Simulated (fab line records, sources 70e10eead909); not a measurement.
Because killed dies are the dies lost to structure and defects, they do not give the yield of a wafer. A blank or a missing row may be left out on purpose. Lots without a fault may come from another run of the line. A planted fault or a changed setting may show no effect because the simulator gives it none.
fab line records + flow nandHarc
record:
- lots: 11
- wafers: 31
- lastDay: 33
route steps=1302 shown A_STAIRCASE@738 END@1302
lots that met no fault: taken from a fault-free run of the same line
startH: the number of hours between the record's first day and the start of the first shown wafer of the lot + waitH: hours since the lot's step before + " the same as in the row above + L1.1+2: several wafers, shown together as one row + - no value present, or no start provided + * or withheld: withheld + < > ~ a bound
route shown NAME@n: NAME is a module with steps in the file, n the number in the route of the first one + usual: mean and standard deviation over wafers with no fault + same: alike in all rows + chamber/n: place in a boat + sites: the reading at each site + _std_site: the standard deviation of these + _edge_site: inner sites' mean taken away from outer sites' mean + radiusMm: for every site, how far away it sits from the centre of the wafer + mask NAME#n: copy n + behind: the tool/chamber that last shaped the wafer + hold: why the lot was held/for how many hours/how that ended + device: the transistor (n, p or np) that didn't switch + end of line: the route-end tests of the same wafers + step lacking rows: just its recipe + killed: not the wafer's yield, but the dies lost to structure and defects at the first sort + map: shows each die of a wafer: x if killed, . if not, _ if none is there
set.NAME: the setting that was run; set.NAME@STEP: the one run at that earlier step + model.NAME: the simulator's own value behind a step, which no gauge read
route steps across a sampled set of lots; one table per step, one row per wafer
services: the hour from which a tool's chamber was out of use, counted from the record's first day as startH (under 0 if before that day), plus the number of hours and why
== steps ==
step: NHARC_A_STAIRCASE_TRIM_224
recipe:
- timeS: 211.2
- o2FlowSccm: 500
- arFlowSccm: 0
- biasW: 0
- chemistry: O2
usual:
- drypumpMotorCurrentA: 5.74/0.28
- mfcArSccm: 0.014/0.011
- oesProductAu: 0.999/0.01
- rfVppV: 57.5/0.92
- showerheadPlenumPTorr: 3.45/0.14
- throttleValvePct: 17.035/0.0093
| lot.wafer | tool       | chamber | startH | waitH | drypumpMotorCurrentA | mfcArSccm | oesProductAu | rfHoursCounterH | rfVppV | showerheadPlenumPTorr | throttleValvePct |
|-----------|------------|---------|--------|-------|----------------------|-----------|--------------|-----------------|--------|-----------------------|------------------|
| L385.1    | rieDiel-13 | 2       | -      | -     | 6.20                 | 0.017     | 1.004        | 8               | 56.2   | 3.29                  | 17.034           |
| L385.2    | "          | 1       | "      | "     | 5.65                 | 0.023     | 0.987        | 8               | 57.2   | 3.34                  | 17.042           |
| L385.5    | "          | 2       | "      | "     | 6.19                 | 0.017     | 1.006        | -               | 56.3   | 3.29                  | 17.022           |
| L387.4    | rieDiel-10 | 3       | -      | -     | 6.04                 | 0         | 1.009        | 41              | 57.0   | 3.40                  | 17.031           |
| L387.1    | "          | 1       | "      | "     | 5.60                 | 0.036     | 1.000        | 44              | 56.9   | 3.54                  | 17.020           |
| L387.5    | "          | 0       | "      | "     | 5.62                 | 0         | 0.999        | -               | 55.9   | 3.50                  | 17.038           |
| L388.1    | rieDiel-13 | 3       | -      | -     | 5.45                 | 0.014     | 0.997        | 19              | 56.5   | 3.40                  | 17.048           |
| L388.2    | "          | 0       | "      | "     | 5.75                 | 0.018     | 0.993        | 20              | 56.7   | 3.48                  | 17.030           |
| L388.5    | "          | 2       | "      | "     | 6.19                 | 0.017     | 1.005        | -               | 56.4   | 3.28                  | 17.041           |
| L389.2    | rieDiel-13 | 3       | -      | -     | 5.44                 | 0.014     | 0.993        | 20              | 56.5   | 3.40                  | 17.023           |
| L389.6    | "          | 2       | "      | "     | 6.18                 | 0.017     | 1.001        | -               | 56.0   | 3.28                  | 17.039           |
| L389.5    | "          | 3       | "      | "     | 5.44                 | 0.014     | 0.980        | -               | 57.8   | 3.40                  | 17.046           |
| L393.2    | rieDiel-10 | 2       | -      | -     | 5.34                 | 0.028     | 1.020        | 11              | 58.5   | 3.80                  | 17.040           |
| L393.6    | "          | 0       | "      | "     | 5.61                 | 0         | 1.007        | -               | 59.2   | 3.49                  | 17.046           |
| L393.5    | "          | 1       | "      | "     | 5.55                 | 0.036     | 1.003        | -               | 57.7   | 3.53                  | 17.014           |
| L396.4    | rieDiel-13 | 2       | -      | -     | 6.21                 | 0.017     | 0.991        | 39              | 58.2   | 3.27                  | 17.043           |
| L396.6    | "          | 3       | "      | "     | 5.43                 | 0.014     | 0.988        | -               | 58.3   | 3.39                  | 17.036           |
| L396.5    | "          | 0       | "      | "     | 5.75                 | 0.018     | 0.989        | -               | 56.9   | 3.47                  | 17.056           |
| L397.1    | rieDiel-13 | 3       | -      | -     | 5.44                 | 0.014     | 0.981        | 57              | 57.8   | 3.38                  | 17.015           |
| L397.3    | "          | 1       | "      | "     | 5.64                 | 0.023     | 0.989        | 45              | 57.7   | 3.32                  | 17.033           |
| L397.5    | "          | 0       | "      | "     | 5.73                 | 0.018     | 0.992        | -               | 56.8   | 3.46                  | 17.031           |
| L400.1    | rieDiel-10 | 0       | -      | -     | 5.58                 | 0         | 0.998        | 31              | 56.5   | 3.48                  | 17.044           |
| L400.3    | "          | 2       | "      | "     | 5.35                 | 0.028     | 0.987        | 36              | 56.6   | 3.79                  | 17.042           |
| L400.5    | "          | 3       | "      | "     | 6.03                 | 0         | 1.005        | -               | 57.8   | 3.37                  | 17.047           |
| L401.3    | rieDiel-10 | 2       | -      | -     | 5.30                 | 0.028     | 1.008        | 36              | 59.8   | 3.79                  | 17.039           |
| L401.1    | "          | 0       | "      | "     | 5.62                 | 0         | 1.012        | 31              | 57.8   | 3.48                  | 17.040           |
| L401.6    | "          | 2       | "      | "     | 5.31                 | 0.028     | 1.011        | -               | 56.3   | 3.79                  | 17.032           |
| L405.1    | rieDiel-10 | 1       | -      | -     | 5.56                 | 0.036     | 1.006        | 45              | 56.8   | 3.51                  | 17.025           |
| L405.4    | "          | 2       | "      | "     | 5.28                 | 0.028     | 0.996        | 46              | 58.3   | 3.78                  | 17.018           |
| L405.5    | "          | 0       | "      | "     | 5.59                 | 0         | 1.002        | -               | 57.3   | 3.47                  | 17.039           |
| L407.4    | rieDiel-10 | 2       | -      | -     | 5.33                 | 0.028     | 1.013        | 49              | 59.2   | 3.78                  | 17.059           |
step: NHARC_A_STAIRCASE_TRIM_226
recipe:
- timeS: 211.2
- o2FlowSccm: 500
- arFlowSccm: 0
- biasW: 0
- chemistry: O2
usual:
- drypumpMotorCurrentA: 5.74/0.29
- mfcArSccm: 0.015/0.011
- oesProductAu: 0.998/0.0092
- rfVppV: 57.5/0.9
- showerheadPlenumPTorr: 3.45/0.15
- throttleValvePct: 17.036/0.0098
| lot.wafer | tool       | chamber | startH | waitH | drypumpMotorCurrentA | mfcArSccm | oesProductAu | rfHoursCounterH | rfVppV | showerheadPlenumPTorr | throttleValvePct |
|-----------|------------|---------|--------|-------|----------------------|-----------|--------------|-----------------|--------|-----------------------|------------------|
| L385.2    | rieDiel-13 | 3       | 377.34 | -     | 5.46                 | 0.014     | 0.996        | 11              | 57.2   | 3.41                  | 17.039           |
| L385.1    | "          | 0       | "      | "     | 5.74                 | 0.018     | 1.007        | 11              | 57.5   | 3.49                  | 17.036           |
| L385.5    | "          | 3       | "      | "     | 5.43                 | 0.014     | 0.991        | -               | 57.6   | 3.41                  | 17.028           |
| L387.4    | rieDiel-10 | 2       | 378.84 | -     | 5.29                 | 0.028     | 0.993        | 39              | 55.1   | 3.27                  | 17.051           |
| L387.1    | "          | 3       | "      | "     | 6.05                 | 0         | 1.012        | 42              | 57.5   | 3.40                  | 17.034           |
| L387.5    | "          | 2       | "      | "     | 5.32                 | 0.028     | 0.998        | -               | 57.2   | 3.26                  | 17.037           |
| L388.2    | rieDiel-13 | 0       | 410.67 | -     | 5.75                 | 0.018     | 0.995        | 20              | 57.4   | 3.48                  | 17.030           |
| L388.1    | "          | 2       | "      | "     | 6.20                 | 0.017     | 0.997        | 19              | 57.5   | 3.28                  | 17.040           |
| L388.5    | "          | 1       | "      | "     | 5.67                 | 0.023     | 0.997        | -               | 56.9   | 3.33                  | 17.026           |
| L389.2    | rieDiel-13 | 3       | 411.99 | -     | 5.45                 | 0.014     | 0.982        | 20              | 58.0   | 3.40                  | 17.049           |
| L389.6    | "          | 3       | "      | "     | 5.43                 | 0.014     | 0.973        | -               | 57.9   | 3.40                  | 17.045           |
| L389.5    | "          | 0       | "      | "     | 5.75                 | 0.018     | 0.993        | -               | 57.2   | 3.48                  | 17.042           |
| L393.2    | rieDiel-10 | 1       | 453.96 | -     | 5.54                 | 0.036     | 0.993        | 8               | 57.7   | 3.53                  | 17.017           |
| L393.5    | "          | 1       | "      | "     | 5.54                 | 0.036     | 0.999        | -               | 56.9   | 3.53                  | 17.039           |
| L393.6    | "          | 2       | "      | "     | 5.29                 | 0.028     | 1.004        | -               | 57.7   | 3.80                  | 17.038           |
| L396.4    | rieDiel-13 | 3       | 468.57 | -     | 5.45                 | 0.014     | 0.991        | 42              | 55.9   | 3.39                  | 17.045           |
| L396.6    | "          | 1       | "      | "     | 5.64                 | 0.023     | 0.990        | -               | 57.9   | 3.32                  | 17.026           |
| L396.5    | "          | 2       | "      | "     | 6.23                 | 0.017     | 1.011        | -               | 56.3   | 3.27                  | 17.025           |
| L397.1    | rieDiel-13 | 0       | 509.13 | -     | 5.72                 | 0.018     | 0.999        | 55              | 56.0   | 3.46                  | 17.025           |
| L397.3    | "          | 2       | "      | "     | 6.21                 | 0.017     | 0.991        | 53              | 56.0   | 3.27                  | 17.033           |
| L397.5    | "          | 3       | "      | "     | 5.44                 | 0.014     | 0.996        | -               | 57.7   | 3.38                  | 17.044           |
| L400.1    | rieDiel-10 | 3       | 533.48 | -     | 6.03                 | 0         | 1.016        | 38              | 56.8   | 3.37                  | 17.038           |
| L400.3    | "          | 1       | "      | "     | 5.56                 | 0.036     | 0.996        | 35              | 57.2   | 3.51                  | 17.023           |
| L400.5    | "          | 0       | "      | "     | 5.58                 | 0         | 1.002        | -               | 58.6   | 3.48                  | 17.040           |
| L401.3    | rieDiel-10 | 1       | 533.62 | -     | 5.60                 | 0.036     | 1.000        | 35              | 58.5   | 3.51                  | 17.057           |
| L401.1    | "          | 2       | "      | "     | 5.31                 | 0.028     | 1.007        | 37              | 58.9   | 3.79                  | 17.034           |
| L401.6    | "          | 1       | "      | "     | 5.54                 | 0.036     | 0.987        | -               | 58.3   | 3.51                  | 17.035           |
| L405.4    | rieDiel-10 | 2       | 576.49 | -     | 5.33                 | 0.028     | 1.249        | 46              | 57.1   | 3.78                  | 17.034           |
| L405.1    | "          | 1       | "      | "     | 5.57                 | 0.036     | 1.010        | 45              | 57.5   | 3.51                  | 17.035           |
| L405.5    | "          | 3       | "      | "     | 6.02                 | 0         | 1.014        | -               | 56.6   | 3.36                  | 17.041           |
| L407.4    | rieDiel-10 | 3       | 595.73 | -     | 6.04                 | 0         | 1.266        | 53              | 56.3   | 3.36                  | 17.027           |
step: NHARC_A_STAIRCASE_TRIM_229
recipe:
- timeS: 211.2
- o2FlowSccm: 500
- arFlowSccm: 0
- biasW: 0
- chemistry: O2
usual:
- drypumpMotorCurrentA: 5.79/0.29
- mfcArSccm: 0.010/0.011
- oesProductAu: 0.996/0.0095
- rfVppV: 57.7/0.9
- showerheadPlenumPTorr: 3.48/0.15
- throttleValvePct: 17.036/0.0094
| lot.wafer | tool       | chamber | startH | waitH | drypumpMotorCurrentA | mfcArSccm | oesProductAu | rfHoursCounterH | rfVppV | showerheadPlenumPTorr | throttleValvePct |
|-----------|------------|---------|--------|-------|----------------------|-----------|--------------|-----------------|--------|-----------------------|------------------|
| L385.2    | rieDiel-13 | 0       | 377.67 | 0.1   | 5.74                 | 0.018     | 1.004        | 11              | 58.7   | 3.49                  | 17.031           |
| L385.1    | "          | 2       | "      | "     | 6.19                 | 0.017     | 1.005        | 8               | 56.9   | 3.29                  | 17.039           |
| L385.5    | "          | 1       | "      | "     | 5.64                 | 0.023     | 0.989        | -               | 57.5   | 3.34                  | 17.016           |
| L387.4    | rieDiel-13 | 2       | 379.20 | 0.1   | 6.19                 | 0.017     | 1.010        | 8               | 57.3   | 3.29                  | 17.052           |
| L387.1    | "          | 3       | "      | "     | 5.45                 | 0.014     | 0.987        | 11              | 56.8   | 3.41                  | 17.025           |
| L387.5    | "          | 1       | "      | "     | 5.69                 | 0.023     | 0.985        | -               | 59.8   | 3.34                  | 17.021           |
| L388.1    | rieDiel-11 | 1       | 411.03 | 0.1   | 5.48                 | 0.007     | 0.997        | 46              | 57.4   | 3.58                  | 17.033           |
| L388.2    | "          | 3       | "      | "     | 5.90                 | 0         | 0.995        | 38              | 57.7   | 3.47                  | 17.039           |
| L388.5    | "          | 1       | "      | "     | 5.47                 | 0.007     | 1.003        | -               | 59.1   | 3.58                  | 17.045           |
| L389.2    | rieDiel-13 | 0       | 412.36 | 0.1   | 5.74                 | 0.018     | 0.997        | 20              | 55.7   | 3.48                  | 17.045           |
| L389.5    | "          | 2       | "      | "     | 6.20                 | 0.017     | 0.992        | -               | 57.0   | 3.28                  | 17.056           |
| L389.6    | "          | 3       | "      | "     | 5.45                 | 0.014     | 0.981        | -               | 56.9   | 3.40                  | 17.041           |
| L393.2    | rieDiel-11 | 2       | 454.79 | 0.1   | 5.92                 | 0         | 1.005        | 4               | 58.9   | 3.42                  | 17.030           |
| L393.5    | "          | 3       | "      | "     | 5.91                 | 0         | 0.997        | -               | 57.3   | 3.46                  | 17.034           |
| L393.6    | "          | 0       | "      | "     | 6.22                 | 0         | 0.990        | -               | 59.4   | 3.80                  | 17.042           |
| L396.4    | rieDiel-10 | 3       | 468.91 | 0.1   | 6.03                 | 0         | 1.004        | 16              | 58.5   | 3.38                  | 17.038           |
| L396.5    | "          | 1       | "      | "     | 5.54                 | 0.036     | 1.000        | -               | 58.1   | 3.52                  | 17.038           |
| L396.6    | "          | 2       | "      | "     | 5.28                 | 0.028     | 1.002        | -               | 57.0   | 3.80                  | 17.020           |
| L397.1    | rieDiel-11 | 2       | 509.46 | 0.1   | 5.94                 | 0         | 0.985        | 17              | 58.7   | 3.41                  | 17.040           |
| L397.3    | "          | 1       | "      | "     | 5.46                 | 0.007     | 0.992        | 18              | 57.5   | 3.56                  | 17.033           |
| L397.5    | "          | 2       | "      | "     | 5.98                 | 0         | 0.981        | -               | 57.3   | 3.41                  | 17.057           |
| L400.1    | rieDiel-13 | 3       | 533.92 | 0.1   | 5.44                 | 0.014     | 0.985        | 4               | 57.5   | 3.38                  | 17.043           |
| L400.3    | "          | 3       | "      | "     | 5.46                 | 0.014     | 0.988        | -               | 58.1   | 3.38                  | 17.024           |
| L400.5    | "          | 0       | "      | "     | 5.74                 | 0.018     | 1.005        | -               | 57.4   | 3.46                  | 17.044           |
| L401.1    | rieDiel-11 | 0       | 533.95 | 0.1   | 6.22                 | 0         | 0.989        | 36              | 57.0   | 3.79                  | 17.038           |
| L401.3    | "          | 1       | "      | "     | 5.48                 | 0.007     | 0.992        | 19              | 57.1   | 3.56                  | 17.037           |
| L401.6    | "          | 0       | "      | "     | 6.20                 | 0         | 0.989        | -               | 59.2   | 3.79                  | 17.052           |
| L405.4    | rieDiel-10 | 0       | 577.29 | 0.1   | 5.60                 | 0         | 0.991        | 44              | 58.1   | 3.47                  | 17.032           |
| L405.1    | "          | 1       | "      | "     | 5.52                 | 0.036     | 1.001        | 46              | 57.0   | 3.51                  | 17.032           |
| L405.5    | "          | 3       | "      | "     | 6.04                 | 0         | 1.002        | -               | 58.2   | 3.36                  | 17.042           |
| L407.4    | rieDiel-11 | 3       | 596.02 | 0.1   | 5.95                 | 0         | 0.991        | 48              | 56.9   | 3.44                  | 17.027           |
step: NHARC_A_STAIRCASE_TRIM_235
recipe:
- timeS: 211.2
- o2FlowSccm: 500
- arFlowSccm: 0
- biasW: 0
- chemistry: O2
usual:
- drypumpMotorCurrentA: 5.78/0.29
- mfcArSccm: 0.010/0.011
- oesProductAu: 0.997/0.0089
- rfVppV: 57.7/0.85
- showerheadPlenumPTorr: 3.47/0.15
- throttleValvePct: 17.038/0.0097
| lot.wafer | tool       | chamber | startH | waitH | drypumpMotorCurrentA | mfcArSccm | oesProductAu | rfHoursCounterH | rfVppV | showerheadPlenumPTorr | throttleValvePct |
|-----------|------------|---------|--------|-------|----------------------|-----------|--------------|-----------------|--------|-----------------------|------------------|
| L385.2    | rieDiel-13 | 1       | -      | -     | 5.66                 | 0.023     | 0.993        | 9               | 57.3   | 3.34                  | 17.035           |
| L385.1    | "          | 3       | "      | "     | 5.46                 | 0.014     | 0.993        | 11              | 56.7   | 3.41                  | 17.040           |
| L385.5    | "          | 2       | "      | "     | 6.20                 | 0.017     | 1.005        | -               | 57.3   | 3.29                  | 17.039           |
| L387.1    | rieDiel-13 | 3       | -      | -     | 5.45                 | 0.014     | 0.998        | 12              | 58.1   | 3.41                  | 17.053           |
| L387.4    | "          | 0       | "      | "     | 5.76                 | 0.018     | 1.011        | 12              | 58.0   | 3.49                  | 17.030           |
| L387.5    | "          | 2       | "      | "     | 6.19                 | 0.017     | 1.009        | -               | 57.3   | 3.29                  | 17.034           |
| L388.1    | rieDiel-11 | 2       | -      | -     | 5.92                 | 0         | 0.999        | 41              | 57.7   | 3.43                  | 17.025           |
| L388.2    | "          | 0       | "      | "     | 6.21                 | 0         | 0.991        | 46              | 56.3   | 3.29                  | 17.034           |
| L388.5    | "          | 2       | "      | "     | 5.93                 | 0         | 0.983        | -               | 57.5   | 3.43                  | 17.055           |
| L389.2    | rieDiel-13 | 3       | -      | -     | 5.46                 | 0.014     | 0.988        | 20              | 59.0   | 3.40                  | 17.024           |
| L389.6    | "          | 3       | "      | "     | 5.46                 | 0.014     | 0.999        | -               | 57.6   | 3.40                  | 17.047           |
| L389.5    | "          | 0       | "      | "     | 5.71                 | 0.018     | 0.997        | -               | 58.1   | 3.48                  | 17.025           |
| L393.2    | rieDiel-11 | 3       | -      | -     | 5.92                 | 0         | 1.000        | 7               | 58.5   | 3.46                  | 17.036           |
| L393.6    | "          | 1       | "      | "     | 5.48                 | 0.007     | 0.984        | -               | 58.0   | 3.57                  | 17.035           |
| L393.5    | "          | 2       | "      | "     | 5.94                 | 0         | 0.988        | -               | 58.0   | 3.42                  | 17.030           |
| L396.4    | rieDiel-10 | 3       | -      | -     | 6.04                 | 0         | 1.007        | 16              | 59.2   | 3.38                  | 17.015           |
| L396.5    | "          | 1       | "      | "     | 5.59                 | 0.036     | 0.997        | -               | 57.6   | 3.53                  | 17.029           |
| L396.6    | "          | 2       | "      | "     | 5.34                 | 0.028     | 1.010        | -               | 57.3   | 3.80                  | 17.026           |
| L397.1    | rieDiel-11 | 3       | -      | -     | 5.89                 | 0         | 0.988        | 24              | 57.1   | 3.45                  | 17.021           |
| L397.3    | "          | 2       | "      | "     | 5.95                 | 0         | 0.997        | 18              | 58.6   | 3.41                  | 17.058           |
| L397.5    | "          | 0       | "      | "     | 6.21                 | 0         | 0.991        | -               | 57.6   | 3.79                  | 17.039           |
| L401.1    | rieDiel-11 | 3       | -      | -     | 5.94                 | 0         | 0.993        | 35              | 58.6   | 3.45                  | 17.038           |
| L401.3    | "          | 1       | "      | "     | 5.47                 | 0.007     | 0.991        | 19              | 59.2   | 3.56                  | 17.036           |
| L401.6    | "          | 2       | "      | "     | 5.93                 | 0         | 1.001        | -               | 56.8   | 3.41                  | 17.048           |
| L400.1    | rieDiel-13 | 3       | -      | -     | 5.43                 | 0.014     | 0.996        | 5               | 57.4   | 3.38                  | 17.038           |
| L400.3    | "          | 3       | "      | "     | 5.44                 | 0.014     | 0.999        | -               | 58.3   | 3.38                  | 17.026           |
| L400.5    | "          | 3       | "      | "     | 5.41                 | 0.014     | 0.990        | -               | 57.7   | 3.38                  | 17.031           |
| L405.1    | rieDiel-10 | 3       | -      | -     | 6.06                 | 0         | 1.006        | 49              | 57.3   | 3.36                  | 17.039           |
| L405.4    | "          | 2       | "      | "     | 5.29                 | 0.028     | 0.993        | 46              | 58.4   | 3.78                  | 17.037           |
| L405.5    | "          | 0       | "      | "     | 5.58                 | 0         | 0.996        | -               | 58.8   | 3.47                  | 17.053           |
| L407.4    | rieDiel-11 | 0       | -      | -     | 6.20                 | 0         | 1.004        | 49              | 57.4   | 3.78                  | 17.058           |
step: NHARC_END_SORT_01
recipe:
- tempC: 25
usual:
- killedAtArray: 53/18
- killedAtOther: 0.8/1.1
- killedAtPeriphery: 4.1/2.7
- killedDies: 58/18
- killedOpen: 3.1/1.7
- killedShort: 2.7/1.7
same:
- grossDies: 677
| lot.wafer | tool      | chamber | startH | waitH | killedAtArray | killedAtOther | killedAtPeriphery | killedDies | killedOpen | killedShort |
|-----------|-----------|---------|--------|-------|---------------|---------------|-------------------|------------|------------|-------------|
| L393.2    | prober-02 | 0       | 660.21 | 2.8   | 35            | 1             | 4                 | 40         | 3          | 3           |
| L393.5    | prober-02 | 0       | 662.61 | 3.7   | 39            | 0             | 7                 | 46         | 5          | 0           |
| L393.6    | prober-02 | 0       | 663.41 | 4.0   | 56            | 0             | 5                 | 61         | 5          | 4           |
| L396.4    | prober-01 | 0       | 670.03 | 3.4   | 62            | 0             | 4                 | 66         | 3          | 1           |
| L396.5    | prober-01 | 0       | 670.83 | 3.7   | 55            | 0             | 4                 | 59         | 5          | 2           |
| L396.6    | prober-01 | 0       | 671.63 | 4.0   | 59            | 0             | 3                 | 62         | 4          | 2           |
| L397.1    | prober-01 | 0       | 705.87 | 2.5   | 53            | 1             | 1                 | 55         | 0          | 6           |
| L397.3    | prober-01 | 0       | 707.47 | 3.1   | 39            | 0             | 0                 | 39         | 1          | 3           |
| L397.5    | prober-01 | 0       | 709.07 | 3.7   | 55            | 1             | 1                 | 57         | 6          | 7           |
| L405.1    | prober-02 | 0       | 770.83 | 2.5   | 51            | 3             | 1                 | 55         | 2          | 2           |
| L405.4    | prober-02 | 0       | 773.18 | 3.4   | 671           | 2             | 4                 | 677        | 5          | 4           |
| L405.5    | prober-02 | 0       | 773.96 | 3.6   | 45            | 3             | 3                 | 51         | 2          | 3           |
| L407.4    | prober-02 | 0       | 803.46 | 3.4   | 673           | 1             | 3                 | 677        | 2          | 4           |
killed by level:class
L393.2 A_CHANNEL_HOLE_D1:chamberFilmFlake=16 A_CHANNEL_HOLE_D2:chamberFilmFlake=9 P_GATE:chamberFilmFlake=3 A_M0:geometricParticle:open=2 A_SLIT:chamberFilmFlake=2 A_ONON_D2:geometricParticle:short=1 A_CHANNEL_HOLE_D2:geometricParticle:short=1 A_CHANNEL_FILL_D2:geometricParticle:short=1
L393.5 A_CHANNEL_HOLE_D2:chamberFilmFlake=15 A_CHANNEL_HOLE_D1:chamberFilmFlake=13 P_GATE:chamberFilmFlake=4 A_CHANNEL_FILL_D1:geometricParticle:open=2 A_SLIT:chamberFilmFlake=2 A_CONTACT:chamberFilmFlake=2 P_CONTACT:geometricParticle:open=1 A_ONON_D2:geometricParticle:open=1
L393.6 A_CHANNEL_HOLE_D1:chamberFilmFlake=33 A_CHANNEL_HOLE_D2:chamberFilmFlake=9 P_GATE:chamberFilmFlake=4 A_ONON_D2:geometricParticle:open=2 A_CHANNEL_HOLE_D1:geometricParticle:short=1 A_CHANNEL_FILL_D2:geometricParticle:open=1 A_WL_FILL:geometricParticle:short=1 A_CONTACT:geometricParticle:open=1
L396.4 A_SLIT:chamberFilmFlake=23 A_CHANNEL_HOLE_D2:chamberFilmFlake=16 A_CHANNEL_HOLE_D1:chamberFilmFlake=6 A_STAIRCASE:chamberFilmFlake=5 P_CONTACT:chamberFilmFlake=3 A_CONTACT:chamberFilmFlake=3 A_WL_FILL:chamberFilmFlake=2 A_ONON_D1:geometricParticle:open=1
L396.5 A_SLIT:chamberFilmFlake=20 A_CHANNEL_HOLE_D2:chamberFilmFlake=16 A_CONTACT:chamberFilmFlake=5 A_STAIRCASE:chamberFilmFlake=4 P_CONTACT:chamberFilmFlake=3 A_CHANNEL_HOLE_D1:chamberFilmFlake=3 P_CONTACT:geometricParticle:open=1 A_ONON_D1:geometricParticle:open=1
L396.6 A_SLIT:chamberFilmFlake=34 A_CHANNEL_HOLE_D2:chamberFilmFlake=8 A_CONTACT:chamberFilmFlake=6 A_CHANNEL_HOLE_D1:chamberFilmFlake=3 P_M1:geometricParticle:open=2 A_CHANNEL_HOLE_D2:geometricParticle:short=2 A_WL_FILL:chamberFilmFlake=2 A_BLC:geometricParticle:open=1
L397.1 A_SLIT:chamberFilmFlake=31 A_CHANNEL_HOLE_D1:chamberFilmFlake=6 A_STAIRCASE:chamberFilmFlake=4 A_ONON_D2:geometricParticle:short=3 A_BLC:chamberFilmFlake=3 A_SGD_CUT:geometricParticle:short=1 A_WL_FILL:geometricParticle:short=1 A_M1:geometricParticle:short=1
L397.3 A_SLIT:chamberFilmFlake=22 A_CHANNEL_HOLE_D1:chamberFilmFlake=4 A_STAIRCASE:chamberFilmFlake=3 A_SGD_CUT:geometricParticle:short=2 A_DECK1_JOINT:chamberFilmFlake=2 A_BLC:chamberFilmFlake=2 A_ONON_D2:geometricParticle:short=1 A_CHANNEL_FILL_D2:geometricParticle:open=1
L397.5 A_SLIT:chamberFilmFlake=31 A_CHANNEL_HOLE_D1:chamberFilmFlake=7 A_CHANNEL_FILL_D2:geometricParticle:open=4 A_WL_FILL:chamberFilmFlake=3 A_DECK1_JOINT:geometricParticle:short=2 A_ONON_D2:geometricParticle:short=2 A_WL_FILL:geometricParticle:short=2 A_STAIRCASE:chamberFilmFlake=2
L405.1 A_SLIT:chamberFilmFlake=34 A_CONTACT:chamberFilmFlake=6 A_CHANNEL_HOLE_D1:chamberFilmFlake=2 A_DECK1_JOINT:chamberFilmFlake=2 THIN_TSV:chamberFilmFlake=2 A_ONON_D2:geometricParticle:short=1 A_CHANNEL_FILL_D2:geometricParticle:open=1 A_CONTACT:geometricParticle:open=1
L405.4 A_STAIRCASE:areaTrim=625 A_SLIT:chamberFilmFlake=21 A_CONTACT:chamberFilmFlake=9 A_DECK1_JOINT:geometricParticle:open=2 P_M2:chamberFilmFlake=2 A_CHANNEL_HOLE_D1:chamberFilmFlake=2 A_STAIRCASE:chamberFilmFlake=2 A_CHANNEL_HOLE_D1:geometricParticle:open=1
L405.5 A_SLIT:chamberFilmFlake=30 A_CONTACT:chamberFilmFlake=8 A_CHANNEL_HOLE_D1:chamberFilmFlake=2 THIN_TSV:chamberFilmFlake=2 P_M0:geometricParticle:open=1 A_DECK1_JOINT:geometricParticle:short=1 A_ONON_D2:geometricParticle:short=1 A_M0:geometricParticle:open=1
L407.4 A_STAIRCASE:areaTrim=583 A_SLIT:chamberFilmFlake=28 A_CHANNEL_HOLE_D2:chamberFilmFlake=27 A_CHANNEL_HOLE_D1:chamberFilmFlake=19 A_CONTACT:chamberFilmFlake=7 P_M2:chamberFilmFlake=2 A_STAIRCASE:chamberFilmFlake=2 P_M0:geometricParticle:open=1
== services ==
| tool       | chamber | startH | hours | kind   |
|------------|---------|--------|-------|--------|
| rieDiel-10 | 3       | 360.61 | 7.2   | repair |
| rieDiel-13 | 0       | 375.59 | -     | clean  |
| rieDiel-13 | 1       | 375.59 | -     | clean  |
| rieDiel-13 | 2       | 375.59 | -     | clean  |
| rieDiel-13 | 3       | 375.59 | -     | clean  |
| rieDiel-13 | 0       | 400.12 | -     | clean  |
| rieDiel-13 | 1       | 400.12 | -     | clean  |
| rieDiel-13 | 2       | 400.12 | -     | clean  |
| rieDiel-13 | 3       | 400.12 | -     | clean  |
| rieDiel-10 | -       | 420.98 | 9.0   | pm     |
| rieDiel-13 | 0       | 424.62 | -     | clean  |
| rieDiel-13 | 1       | 424.62 | -     | clean  |
| rieDiel-13 | 2       | 424.62 | -     | clean  |
| rieDiel-13 | 3       | 424.62 | -     | clean  |
| rieDiel-13 | 0       | 428.43 | 10.0  | repair |
| rieDiel-11 | -       | 435.73 | 9.0   | pm     |
| rieDiel-10 | 1       | 447.44 | 2.5   | repair |
| rieDiel-13 | 0       | 449.19 | -     | clean  |
| rieDiel-13 | 1       | 449.19 | -     | clean  |
| rieDiel-13 | 1       | 490.52 | 16.3  | repair |
| rieDiel-11 | 1       | 513.47 | 17.3  | repair |
| rieDiel-13 | -       | 519.02 | 9.0   | pm     |
| rieDiel-13 | 1       | 533.64 | 5.1   | repair |
| rieDiel-10 | -       | 552.61 | 1.2   | repair |
== key ==
firstSign:
- step: NHARC_A_STAIRCASE_TRIM_226
- reading: oesProductAu
- direction: up
- sigmas: 28
- usual: 0.998
- struck: 1.258
effect:
- step: NHARC_END_SORT_01
- reading: killedDies
- direction: up
- sigmas: 34
- usual: 58
- struck: 677
moreKillsBornAt:
- NHARC_A_STAIRCASE_TRIM_226@rieDiel-10: 1208
metAt NHARC_A_STAIRCASE_TRIM_226
struckLots L405,L407
struckWafers L405.4,L407.4
laterRowsLeftOut L405.4,L407.4
testerLeftOut L405,L407
notActingAt NHARC_A_STAIRCASE_TRIM_224,NHARC_A_STAIRCASE_TRIM_229,NHARC_A_STAIRCASE_TRIM_235
onsetBetween 533.62 576.49
earlierFault:
- kind: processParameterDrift
- tool: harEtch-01
- chamber: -
- onsetH: 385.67
- steps: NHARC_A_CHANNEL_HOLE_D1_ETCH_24
- channel: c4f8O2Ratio
- offset: 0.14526
- shape: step
- endH: 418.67
- actsIn: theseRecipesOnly
- stated: 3
fault:
- kind: processParameterDrift
- tool: rieDiel-10
- chamber: -
- onsetH: 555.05
- steps: NHARC_A_STAIRCASE_TRIM_226
- channel: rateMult
- offset: 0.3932
- shape: step
- endH: 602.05
- scope: struckWafersOnly
testerLeftOut: of these lots the tester's yield and bins aren't shown, on N5 and GAA mostly nor the transistor test; their killed dies are dies lost to structure and defects alone, not to doping, threshold or leakage, so they don't give the yield
laterRowsLeftOut: the simulator's readings of these wafers behind a module that went badly wrong aren't trusted and aren't shown, but for the sort
